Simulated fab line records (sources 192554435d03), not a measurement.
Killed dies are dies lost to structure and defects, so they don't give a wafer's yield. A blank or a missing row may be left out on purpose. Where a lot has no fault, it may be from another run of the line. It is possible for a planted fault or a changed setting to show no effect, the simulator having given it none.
Struck lot and sound lot, side by side + flow n5_finfet + 38 out of 1938 route steps
Sound: wafers L515.2, L515.4, L515.6. Struck: wafer L505.2. (L505.4, L505.6 of the same lot were not struck and are left out.) The cause comes at the end.
Each step with rows lists, per side, the tool, then ch with its chambers, then its first start. Under that, the readings that differ: sound wafers + struck wafers + difference of the means + sigmas: that difference in standard deviations of wafers without a fault.
alike: same words and numbers on both sides, and readings whose means sit less than 2 such deviations apart. not compared: any withheld reading, any reading some wafer has no value for, any bound like >300 that may hide the same value, and any number with overlapping values for which the record gives no deviation.
Wherever a step has rows on one side only, a row that says differs or no value, or a row with sigmas, the two part there. Numbers that don't overlap but have no deviation are shown without sigmas and don't part them. Lack of a reading on every wafer of one side parts them only where that side has two or more wafers.

first, 9 steps without rows for these wafers: N5_BEOL_M4_ANNEAL_95 (time 240 s); N5_BEOL_M4_SPUTTER_96 (material Cu, target thk 4.5 nm, time 8.29 s); N5_BEOL_M4_ECD_50 (material Cu, target thk 300 nm); N5_BEOL_M4_ANNEAL_51 (time 90 s); N5_BEOL_M4_CMP_52 (polishes, stops on SiOC, t overpolish 6.8 s, target thk 40 nm); N5_BEOL_M4_PRE_CLEAN_60 (time 15 s); N5_BEOL_M4_CO_CAP_55 (material Co, precursor CCTBA/H2, target thk 2 nm, time 102.1 s); N5_BEOL_M4_PRE_CLEAN_56 (time 15 s); N5_BEOL_M4_DEP_57 (deposits SiCN from 3MS/NH3, target thk 8 nm, time 14 s).
N5_BEOL_M4_RC_MEAS_101:
  sound on prober-01 ch 0, day 13 10:15; struck on prober-02 ch 0, day 11 11:08
  alike: DIBL_N, DIBL_P, IOFF_N, IOFF_P, ION_N, ION_P, SS_N, SS_P, VT_N, VT_P
then, 24 steps without rows for these wafers: N5_BEOL_M5_ILD_DEP_00 (deposits SiCOH lowk from DEMS/porogen, target thk 140.64 nm, time 25.9 s); N5_BEOL_M5_CURE_79 (cures SiCOH lowk, time 240 s); N5_BEOL_M5_PECVD_70 (deposits SiO2 from TEOS/O2, target thk 16 nm, time 18 s); N5_BEOL_M5_HM_DEP_02 (deposits TiN, target thk 20 nm); N5_BEOL_M5_COAT_59 (time 60 s, resist thk 60 nm); N5_BEOL_M5_COAT_60 (time 60 s, resist thk 12 nm); N5_BEOL_M5_COAT_71 (time 60 s, resist thk 5 nm); N5_BEOL_M5_COAT_05 (resist thk 30 nm); N5_BEOL_M5_EBR_07; N5_BEOL_M5_SOFTBAKE_06 (time 60 s); N5_BEOL_M5_EXPOSE_08 (exposes mask M5, target cd 28 nm); N5_BEOL_M5_PEB_09 (peb time 60 s); N5_BEOL_M5_DEVELOP_10 (develop time 30 s); N5_BEOL_M5_DESCUM_16 (chemistry O2, time 7 s); N5_BEOL_M5_ETCH_72 (etches underlayer in N2/H2, target depth 6.5 nm, time 5.2 s); N5_BEOL_M5_ETCH_61 (etches SiARC in CF4, target depth 15.6 nm, time 26 s); N5_BEOL_M5_ETCH_62 (etches SOC in N2/H2, target depth 75 nm, overetch 15 nm, time 112.5 s); N5_BEOL_M5_STRIP_63 (strips in N2/H2); N5_BEOL_M5_STRIP_73 (strips in N2/H2); N5_BEOL_M5_STRIP_64 (strips in CF4); N5_BEOL_M5_HM_OPEN_17 (chemistry Cl2/BCl3, target TiN, target depth 20 nm, overetch 6 nm); N5_BEOL_M5_STRIP_19 (strips in O2); N5_BEOL_M5_COAT_65 (time 60 s, resist thk 60 nm); N5_BEOL_M5_COAT_66 (time 60 s, resist thk 12 nm).
N5_BEOL_M9_ALD_74: deposits TaN, target thk 2 nm, pulse time 2 s, purge time 3 s.
  sound on ald_metal-01 ch 0,2, day 15 12:03; struck on ald_metal-03 ch 0, day 13 04:32
| reading                                 | sound    | struck | difference | sigmas |
|-----------------------------------------|----------|--------|------------|--------|
| ald_cycles                              | 40 40 40 | 17     | -23        |        |
| model.TaN_of_BEOL_M9_ALD_74.thk_nm (nm) | 2 2 2    | 0.8    | -1.2       |        |
  alike: heater_power_w
N5_BEOL_M9_CMP_52: polishes, stops on SiCOH lowk, t overpolish 7 s, target thk 140 nm.
  sound on cmp-02 ch 0,1,3, day 15 14:10; struck on cmp-02 ch 2, day 13 05:38
| reading                      | sound          | struck | difference | sigmas |
|------------------------------|----------------|--------|------------|--------|
| barrier_field_endpoint_s (s) | 29.1 28.6 29.1 | 26.7   | -2.2       | -4     |
  alike: clearing_platen_rpm, motor_current_A
N5_BEOL_M15_RC_MEAS_101:
  sound on prober-01 ch 0, day 17 05:15; struck on prober-02 ch 0, day 15 04:47
| reading                | sound                   | struck   | difference | sigmas |
|------------------------|-------------------------|----------|------------|--------|
| COMB_M15 (S/m)         | 1.4e-12 9e-13 1.9e-12   | 2.9e-12  | +1.5e-12   | +3     |
| COMB_M6 (S/m)          | 2.7e-11 3.4e-11 3e-11   | 1.8e-11  | -1.2e-11   | -2     |
| COMB_M7 (S/m)          | 2.1e-11 1.7e-11 2.7e-11 | 3.5e-11  | +1.3e-11   | +3     |
| COMB_M9 (S/m)          | 1.6e-11 1.2e-11 1.6e-11 | 1.85e-10 | +1.70e-10  | +55    |
| COMB_M9_max_site (S/m) | 2.3e-11 1.8e-11 2.2e-11 | 3.12e-10 | +2.91e-10  | +63    |
| SERP_M11 (ohm/um)      | 3.23 3.18 3.27          | 3.05     | -0.18      | -2     |
| SERP_M13 (ohm/um)      | 0.323 0.321 0.320       | 0.302    | -0.019     | -3     |
| SERP_M9 (ohm/um)       | 2.92 3.17 3.15          | 2.87     | -0.21      | -2     |
  alike: COMB_M10, COMB_M11, COMB_M12, COMB_M13, COMB_M14, COMB_M5, COMB_M8, SERP_M10, SERP_M12, SERP_M14, SERP_M5, SERP_M6, SERP_M7, SERP_M8, SERP_M8_max_site
N5_PASSIVATION_PROBE_49:
  only the struck wafers here have rows in the record (prober-01, day 15 19:34); the sound ones have none

== WHERE THEY PART ==
Last at N5_PASSIVATION_PROBE_49 as far as this record goes, first at N5_BEOL_M9_CMP_52.

WHY: what the simulator had put in
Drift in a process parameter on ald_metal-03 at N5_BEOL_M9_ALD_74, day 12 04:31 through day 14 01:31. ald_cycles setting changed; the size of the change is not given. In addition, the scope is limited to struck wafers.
